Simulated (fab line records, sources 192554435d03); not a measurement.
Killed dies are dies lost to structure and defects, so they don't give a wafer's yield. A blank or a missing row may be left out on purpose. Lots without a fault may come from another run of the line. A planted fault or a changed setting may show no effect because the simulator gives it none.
Chamber matching | flow n5_finfet | N5_STI_FIN_REVEAL_STRIP_24 on rie_diel-01: 4 sister chambers
The step strips in N2/H2, time 90 s. 8 wafers are shown with their chamber, then 7 later ones without.

WAFERS WITH THEIR CHAMBER
wafer  | chamber | showerhead_plenum_p_Torr (Torr) | drypump_motor_current_A (A)
L076.6 | 1       | 3.59                            | 5.1
L081.1 | 2       | 3.20                            | 5.2
L087.2 | 0       | 3.37                            | 5.5
L089.2 | 0       | 3.37                            | 5.5
L089.4 | 3       | 3.32                            | 5.7
L089.6 | 3       | 3.32                            | 5.7
L091.1 | 1       | 3.57                            | 5.1
L091.2 | 2       | 3.20                            | 5.3

WAFERS WITHOUT THEIR CHAMBER
wafer  | showerhead_plenum_p_Torr (Torr) | drypump_motor_current_A (A)
L091.4 | 3.37                            | 5.5
L093.1 | 3.32                            | 5.6
L093.5 | 3.37                            | 5.5
L093.6 | 3.57                            | 5.1
L097.1 | 3.36                            | 5.5
L097.2 | 3.32                            | 5.6
L097.4 | 3.57                            | 5.1

WHICH CHAMBER EACH WENT THROUGH
wafer  | from the rows above | in truth
L091.4 | 0                   | 0
L093.1 | 3                   | 3
L093.5 | 0                   | 0
L093.6 | 1                   | 1
L097.1 | 0                   | 0
L097.2 | 3                   | 3
L097.4 | 1                   | 1
Placed correctly: 7 of 7. Can't be placed from these rows: 0. Placed wrongly: 0.
How it was worked out, from the rows above alone: a wafer's distance from a chamber is the root of the sum, over the readings, of the square of ((its reading less the chamber's mean) divided by the reading's scatter). The wafer belongs to the nearest chamber; if the next one is less than 2 further off, it can't be placed. A chamber's mean is the mean of its shown wafers. The scatter: the root of (the sum of the squares of (reading less its chamber's mean) over the shown wafers, divided by (wafers less chambers)).
